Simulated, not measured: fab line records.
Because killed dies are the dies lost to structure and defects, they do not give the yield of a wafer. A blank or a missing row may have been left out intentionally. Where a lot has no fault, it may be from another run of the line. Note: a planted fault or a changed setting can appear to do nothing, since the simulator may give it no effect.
fab line records | flow nand-harc
record lots=11 wafers=33 last-day=33
route steps=1302 shown P_ZERO_WELL@16 P_STI@89 END@1302
lots that met no fault: from a run of the same line without faults
start-h: hours from the record's first day to the start of the lot's first wafer shown | wait-h: hours since the lot's step before | " unchanged from the row above | L1.1+2: one row covering several wafers at once | - no value present, or no start provided | * or withheld: withheld | < > ~ a bound
route shown NAME@n: a module of which the file shows steps, and the number in the route of the first | usual: mean/standard deviation of fault-free wafers | same: alike in all rows | chamber/n: place in a boat | sites: readings site by site | _std_site: their standard deviation | _edge_site: inner sites' mean taken away from outer sites' mean | radius-mm: for every site, how far away it sits from the centre of the wafer | mask NAME#n: copy n | behind: the tool/chamber that last shaped the wafer | hold: why the lot went on hold/how many hours it stayed there/how the hold came to an end | device: transistor that didn't switch, given as n, p or np | end of line: the tests these same wafers got at the end of their route | for a step that has no rows: nothing shown but its recipe | killed: dies lost to structure and defects at the first sort, not the wafer's yield | map: the dies of a wafer, with x for killed, . for not killed, _ for no die there
set.NAME: the setting as run; set.NAME@STEP: as run at that earlier step | model.NAME: the simulator's own value behind a step, which no gauge read
a sample of lots followed through the steps of the route, with each step as a table and each wafer as a row
services: when a tool's chamber went out of use (start-h, in hours from the record's first day, below 0 if earlier), for how many hours, and the reason
## steps
# step NHARC_P_ZERO_WELL_DESCUM_13
# recipe time-s=3 o2-flow-sccm=200 ar-flow-sccm=0 bias-power-w=0 chemistry=O2
# usual drypump-motor-current-A=5.7/0.67 oes-product-au=0.997/0.013 rf-vpp-V=57.8/0.91 showerhead-plenum-p-Torr=1.93/0.068 throttle-valve-pct=11.310/0.0087
# columns lot.wafer tool chamber start-h wait-h drypump-motor-current-A oes-product-au rf-hours-counter-h rf-vpp-V showerhead-plenum-p-Torr throttle-valve-pct
L437.2 rie-diel-11 0 31.40 - 5.1 0.973 37 57.7 1.93 11.296
L437.1 " 1 " " 6.3 1.012 34 56.2 1.89 11.300
L437.4 " 2 " " 6.5 0.981 30 57.4 1.95 11.303
L439.3 rie-diel-13 2 51.28 - 6.3 0.980 22 57.9 1.98 11.305
L439.1 " 3 " " 5.3 0.992 23 57.5 2.02 11.300
L439.4 " 0 " " 5.6 0.970 18 57.4 1.94 11.308
L440.1 rie-diel-11 0 61.41 - 5.1 0.984 45 59.3 1.93 11.308
L440.3 " 1 " " 6.3 0.991 43 57.1 1.89 11.313
L440.6 " 2 " " 6.5 0.984 - 58.9 1.95 11.314
L443.3 rie-diel-09 2 91.31 - 6.5 1.005 36 56.8 1.88 11.315
L443.4 " 3 " " 5.0 1.016 35 57.0 1.88 11.310
L443.1 " 0 " " 5.1 0.989 34 57.5 1.91 11.314
L451.3 rie-diel-09 1 171.28 - 6.5 1.006 5 57.1 2.06 11.315
L451.6 " 2 " " 6.5 1.024 - 57.7 1.87 11.312
L451.5 " 3 " " 5.0 1.006 - 58.5 1.87 11.306
L452.4 rie-diel-09 1 181.42 - 6.4 1.003 7 58.2 2.06 11.313
L452.5 " 2 " " 6.5 1.015 - 58.5 1.87 11.307
L452.6 " 3 " " 5.0 1.009 - 57.3 1.87 11.321
L453.3 rie-diel-13 3 191.27 - 5.3 1.003 7 59.0 2.00 11.325
L453.1 " 2 " " 6.3 1.005 7 59.0 1.96 11.301
L453.5 " 0 " " 5.6 0.987 - 57.9 1.92 11.303
L454.2 rie-diel-13 1 201.39 - 5.0 0.991 9 58.1 1.96 11.302
L454.4 " 2 " " 6.3 0.988 10 56.9 1.96 11.319
L454.6 " 2 " " 6.3 0.990 - 56.5 1.96 11.315
L456.4 rie-diel-11 3 221.40 - 4.8 0.981 45 58.5 1.80 11.298
L456.1 " 0 " " 5.1 0.992 49 56.3 1.91 11.329
L456.3 " 1 " " 6.3 0.999 44 57.3 1.87 11.310
L458.1 rie-diel-09 3 241.40 - 5.0 1.009 26 58.2 1.87 11.297
L458.2 " 0 " " 5.1 0.996 23 58.5 1.89 11.305
L458.5 " 3 " " 5.0 0.997 - 57.0 1.87 11.312
L459.3 rie-diel-09 1 251.40 - 6.5 1.004 30 59.7 2.05 11.306
L459.4 " 2 " " 6.5 1.016 29 59.0 1.87 11.306
L459.2 " 0 " " 5.1 0.989 27 56.4 1.89 11.316
# step NHARC_P_ZERO_WELL_DESCUM_26
# recipe time-s=3 o2-flow-sccm=200 ar-flow-sccm=0 bias-power-w=0 chemistry=O2
# usual drypump-motor-current-A=5.7/0.66 oes-product-au=0.998/0.012 rf-vpp-V=57.8/0.82 showerhead-plenum-p-Torr=1.92/0.064 throttle-valve-pct=11.311/0.0093
# columns lot.wafer tool chamber start-h wait-h drypump-motor-current-A oes-product-au rf-hours-counter-h rf-vpp-V showerhead-plenum-p-Torr throttle-valve-pct
L437.1 rie-diel-09 2 32.75 - 6.5 1.020 19 56.3 1.89 11.317
L437.2 " 3 " " 5.1 1.019 17 58.0 1.89 11.300
L437.4 " 0 " " 5.2 0.994 16 58.7 1.91 11.310
L439.3 rie-diel-11 0 52.64 - 5.2 0.985 43 57.8 1.93 11.301
L439.1 " 1 " " 6.3 0.989 41 57.5 1.89 11.335
L439.4 " 3 " " 4.8 1.000 45 57.7 1.82 11.308
L440.1 rie-diel-11 3 62.74 - 4.8 1.000 47 57.2 1.82 11.313
L440.3 " 1 " " 6.3 0.996 43 58.4 1.89 11.309
L440.6 " 3 " " 4.8 0.993 - 57.9 1.82 11.303
L443.1 rie-diel-13 1 92.84 - 5.0 0.996 32 58.7 1.97 11.310
L443.3 " 2 " " 6.4 0.988 35 57.6 1.97 11.307
L443.4 " 3 " " 5.3 1.007 36 59.1 2.01 11.314
L451.3 rie-diel-11 0 172.66 - 5.1 0.995 30 59.0 1.91 11.317
L451.6 " 0 " " 5.1 0.991 - 56.4 1.91 11.311
L451.5 " 1 " " 6.3 1.003 - 57.5 1.88 11.301
L452.4 rie-diel-11 0 182.89 - 5.1 0.989 - 58.5 1.91 11.321
L452.5 " 1 " " 6.2 0.998 - 57.9 1.88 11.304
L452.6 " 3 " " 4.8 0.969 - 57.8 1.81 11.294
L453.3 rie-diel-09 0 192.62 - 5.2 1.011 9 55.7 1.90 11.300
L453.1 " 1 " " 6.5 1.014 11 57.4 2.06 11.310
L453.5 " 0 " " 5.2 1.008 - 56.9 1.90 11.298
L454.2 rie-diel-09 1 202.75 - 6.5 1.002 13 58.7 2.06 11.312
L454.4 " 3 " " 5.0 1.008 16 57.2 1.87 11.299
L454.6 " 0 " " 5.1 1.004 - 58.0 1.90 11.321
L456.3 rie-diel-11 1 222.74 - 6.3 1.005 45 58.6 1.88 11.330
L456.4 " 3 " " 4.8 0.995 45 57.8 1.80 11.318
L456.1 " 0 " " 5.1 0.993 49 58.4 1.91 11.323
L458.2 rie-diel-13 2 242.74 - 6.3 0.997 24 59.0 1.96 11.295
L458.1 " 3 " " 5.3 0.999 19 59.4 2.00 11.323
L458.5 " 3 " " 5.4 0.998 - 56.1 2.00 11.307
L459.4 rie-diel-09 3 252.62 - 5.0 0.993 29 56.5 1.87 11.308
L459.2 " 1 " " 6.5 0.999 30 59.5 2.05 11.301
L459.3 " 2 " " 6.5 1.018 29 56.5 1.87 11.312
# step NHARC_P_ZERO_WELL_EXPOSE_34
# recipe na=0.6 target-cd-nm=720 dose-mj=22.31 mask-id=P_PWELL
# columns lot.wafer tool chamber start-h wait-h mask
L437.1+2+4 krf-scanner-02 0 34.05 - P_PWELL#0
L439.1+3+4 krf-scanner-04 0 53.96 - P_PWELL#0
L440.1+3+6 krf-scanner-01 0 64.12 - P_PWELL#0
L443.1+3+4 krf-scanner-02 0 98.00 - P_PWELL_R1#0
L451.3+5+6 krf-scanner-02 0 174.00 - P_PWELL#0
L452.4+5+6 krf-scanner-02 0 184.10 - P_PWELL#0
L453.1+3+5 krf-scanner-01 0 193.93 - P_PWELL#0
L454.2+4+6 krf-scanner-04 0 204.06 - P_PWELL#0
L456.1+3+4 krf-scanner-02 0 224.06 - P_PWELL#0
L458.1+2+5 krf-scanner-02 0 244.06 - P_PWELL#0
L459.2+3+4 krf-scanner-02 0 253.85 - P_PWELL#0
# step NHARC_P_ZERO_WELL_CD_MEAS_37
# recipe target-cd-nm=720 landing-energy-ev=500
# usual cd-nm=720.5/1.8
# columns lot.wafer tool chamber start-h wait-h cd-nm
L437.1 cd-sem-01 0 34.21 - 721.9
L437.2 " 0 " " 718.4
L437.4 " 0 " " 719.3
L439.1 cd-sem-01 0 54.12 - 719.4
L439.3 " 0 " " 720.2
L439.4 " 0 " " 719.9
L440.1 cd-sem-01 0 64.27 - 721.4
L440.3 " 0 " " 720.2
L440.6 " 0 " " 718.9
L443.1 cd-sem-01 0 98.16 - 688.9
L443.3 " 0 " " 690.6
L443.4 " 0 " " 688.8
L451.3 cd-sem-02 0 174.15 - 721.9
L451.5 " 0 " " 720.6
L451.6 " 0 " " 722.4
L452.4 cd-sem-01 0 184.24 - 719.4
L452.5 " 0 " " 720.5
L452.6 " 0 " " 717.4
L453.1 cd-sem-01 0 194.09 - 723.9
L453.3 " 0 " " 724.1
L453.5 " 0 " " 722.3
L454.2 cd-sem-02 0 204.21 - 720.1
L454.4 " 0 " " 719.1
L454.6 " 0 " " 720.3
L456.1 cd-sem-01 0 224.22 - 721.1
L456.3 " 0 " " 722.8
L456.4 " 0 " " 722.8
L458.1 cd-sem-01 0 244.21 - 719.8
L458.2 " 0 " " 719.0
L458.5 " 0 " " 720.6
L459.2 cd-sem-02 0 254.01 - 722.2
L459.3 " 0 " " 718.4
L459.4 " 0 " " 718.3
# step NHARC_P_STI_ETCH_31
# recipe target-depth-a=1089 time-s=54.5 cf4-flow-sccm=100 chf3-flow-sccm=30 ar-flow-sccm=0 rf-w=500 bias-w=200 chemistry=CF4/CHF3
# usual cf4-flow-sccm=99.95/0.29 drypump-motor-current-A=5.8/0.36 oes-product-au=0.965/0.02 rf-vpp-V=370.8/2 showerhead-plenum-p-Torr=1.58/0.051 throttle-valve-pct=16.801/0.0085
# columns lot.wafer tool chamber start-h wait-h cf4-flow-sccm drypump-motor-current-A oes-product-au rf-hours-counter-h rf-vpp-V showerhead-plenum-p-Torr throttle-valve-pct
L437.1 rie-diel-02 0 - - 100.22 5.6 0.965 0 370.9 1.56 16.806
L437.4 " 1 " " 100.03 6.0 0.949 0 371.6 1.62 16.803
L437.2 " 2 " " 100.06 5.3 0.977 0 368.6 1.56 16.794
L439.3 rie-diel-01 2 - - 99.88 6.3 0.959 4 373.6 1.64 16.788
L439.1 " 3 " " 99.89 6.1 0.925 4 370.0 1.61 16.802
L439.4 " 1 " " 99.32 5.7 0.958 4 373.5 1.68 16.810
L440.3 rie-diel-12 3 - - 100.13 6.6 0.958 11 370.2 1.57 16.784
L440.1 " 2 " " 99.77 5.7 0.971 10 370.7 1.55 16.810
L440.6 " 0 " " 99.72 5.7 0.973 - 370.3 1.54 16.800
L443.3 rie-diel-02 0 - - 100.17 5.6 0.976 3 369.7 1.56 16.805
L443.4 " 2 " " 99.92 5.4 0.967 3 370.5 1.56 16.795
L443.1 " 3 " " 99.71 5.9 0.966 3 372.2 1.58 16.815
L451.3 rie-diel-02 1 - - 99.82 6.0 0.973 6 372.8 1.62 16.786
L451.5 " 2 " " 100.51 5.4 0.980 - 369.1 1.56 16.787
L451.6 " 3 " " 99.66 5.9 0.937 - 372.4 1.58 16.788
L452.4 rie-diel-02 0 - - 99.78 5.5 0.956 7 370.6 1.56 16.808
L452.5 " 0 " " 99.94 5.5 0.961 - 370.2 1.56 16.804
L452.6 " 1 " " 99.86 6.0 0.971 - 372.6 1.62 16.804
L453.3 rie-diel-12 1 - - 99.91 5.2 1.024 8 368.1 1.49 16.799
L453.1 " 0 " " 99.71 5.7 0.953 8 370.1 1.53 16.805
L453.5 " 2 " " 99.64 5.7 0.944 - 370.1 1.55 16.801
L454.4 rie-diel-01 0 - - 99.98 5.9 0.966 0 368.5 1.51 16.792
L454.2 " 1 " " 100.23 5.6 0.982 0 374.2 1.68 16.808
L454.6 " 2 " " 99.48 6.3 0.963 - 373.2 1.64 16.813
L456.3 rie-diel-01 2 - - 99.91 6.3 0.969 3 372.9 1.64 16.804
L456.1 " 3 " " 99.84 6.1 0.956 3 373.2 1.60 16.798
L456.4 " 1 " " 99.41 5.6 0.996 3 373.9 1.68 16.798
L458.2 rie-diel-02 1 - - 100.26 6.1 0.956 2 372.5 1.62 16.790
L458.1 " 3 " " 99.34 5.9 0.928 2 371.5 1.58 16.813
L458.5 " 1 " " 99.81 6.1 0.964 - 373.9 1.62 16.809
L459.3 rie-diel-01 2 - - 99.64 6.3 0.967 5 373.1 1.64 16.788
L459.4 " 3 " " 100.08 6.0 0.984 6 371.0 1.60 16.815
L459.2 " 0 " " 100.16 5.9 0.976 5 367.1 1.51 16.802
# step NHARC_END_SORT_01
# recipe temp-c=25
# usual killed-at-array=52/19 killed-at-other=0.9/1.3 killed-at-periphery=4/3.1 killed-dies=57/18 killed-open=3.2/1.7 killed-short=2.3/1.4
# same gross-dies=677
# columns lot.wafer tool chamber start-h wait-h killed-at-array killed-at-other killed-at-periphery killed-dies killed-open killed-short
L453.1 prober-01 0 738.10 2.5 42 0 4 46 4 6
L453.3 prober-01 0 739.69 3.1 29 0 8 37 3 2
L453.5 prober-01 0 741.28 3.7 31 0 5 36 1 1
# killed by level:class
L453.1 A_CONTACT:chamber-film-flake=11 A_CHANNEL_HOLE_D1:chamber-film-flake=11 A_CHANNEL_FILL_D2:geometric-particle:short=3 A_STAIRCASE:chamber-film-flake=3 A_SLIT:chamber-film-flake=3 A_SOURCE_PLATE:geometric-particle:short=2 P_GATE:chamber-film-flake=2 A_CHANNEL_HOLE_D2:chamber-film-flake=2
L453.3 A_SLIT:chamber-film-flake=10 A_CONTACT:chamber-film-flake=7 A_CHANNEL_HOLE_D1:chamber-film-flake=5 P_BONDPAD:chamber-film-flake=3 A_DECK1_JOINT:chamber-film-flake=3 P_M1:chamber-film-flake=2 P_CONTACT:geometric-particle:open=1 P_M0:geometric-particle:short=1
L453.5 A_CONTACT:chamber-film-flake=14 A_CHANNEL_HOLE_D1:chamber-film-flake=8 A_STAIRCASE:chamber-film-flake=3 A_SLIT:chamber-film-flake=3 P_GATE:chamber-film-flake=2 P_BONDPAD:chamber-film-flake=2 P_M0:geometric-particle:open=1 A_BLC:geometric-particle:short=1
## services
# columns tool chamber start-h hours kind
rie-diel-11 2 9.76 16.1 repair
krf-scanner-02 - 21.29 7.9 repair
rie-diel-09 1 36.39 6.8 repair
rie-diel-02 - 39.70 9.0 pm
rie-diel-11 2 71.95 15.0 repair
rie-diel-09 0 77.55 2.0 repair
rie-diel-11 - 79.52 9.0 pm
rie-diel-09 0 81.91 2.7 repair
krf-scanner-02 - 94.00 4.0 pm
rie-diel-09 2 106.37 2.3 repair
rie-diel-09 0 107.22 8.7 repair
rie-diel-09 3 124.89 2.8 repair
rie-diel-09 2 127.93 1.3 repair
rie-diel-09 1 137.16 15.2 repair
rie-diel-09 3 142.93 8.4 repair
rie-diel-09 - 143.14 9.0 pm
rie-diel-13 - 166.03 9.0 pm
rie-diel-11 2 176.03 8.5 repair
rie-diel-09 - 183.76 1.0 repair
rie-diel-13 3 215.65 11.6 repair
rie-diel-09 - 216.20 0.2 repair
rie-diel-11 - 256.52 9.0 pm
rie-diel-09 - 265.21 0.2 repair
krf-scanner-02 - 266.00 4.0 pm
## key
first-sign step=NHARC_P_ZERO_WELL_EXPOSE_34 reading=mask direction=changed
effect step=NHARC_P_ZERO_WELL_CD_MEAS_37 reading=cd-nm direction=down sigmas=17 usual=720.5 struck=689.5
met-at NHARC_P_ZERO_WELL_EXPOSE_34
struck-lots L443
tester-left-out L443
not-acting-at NHARC_P_ZERO_WELL_DESCUM_13,NHARC_P_ZERO_WELL_DESCUM_26,NHARC_P_STI_ETCH_31
onset-between 34.05 98.00
fault kind=wrong-mask tool=any chamber=- onset-h=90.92 steps=NHARC_P_ZERO_WELL_EXPOSE_34 aux-copy=P_PWELL_R1#0 cd-offset-nm=-30.37 scope=struck-lots-only
# tester-left-out: of these lots the tester's yield and bins aren't shown, on N5 and GAA mostly nor the transistor test; their killed dies are dies lost to structure and defects alone, not to doping, threshold or leakage, so they don't give the yield
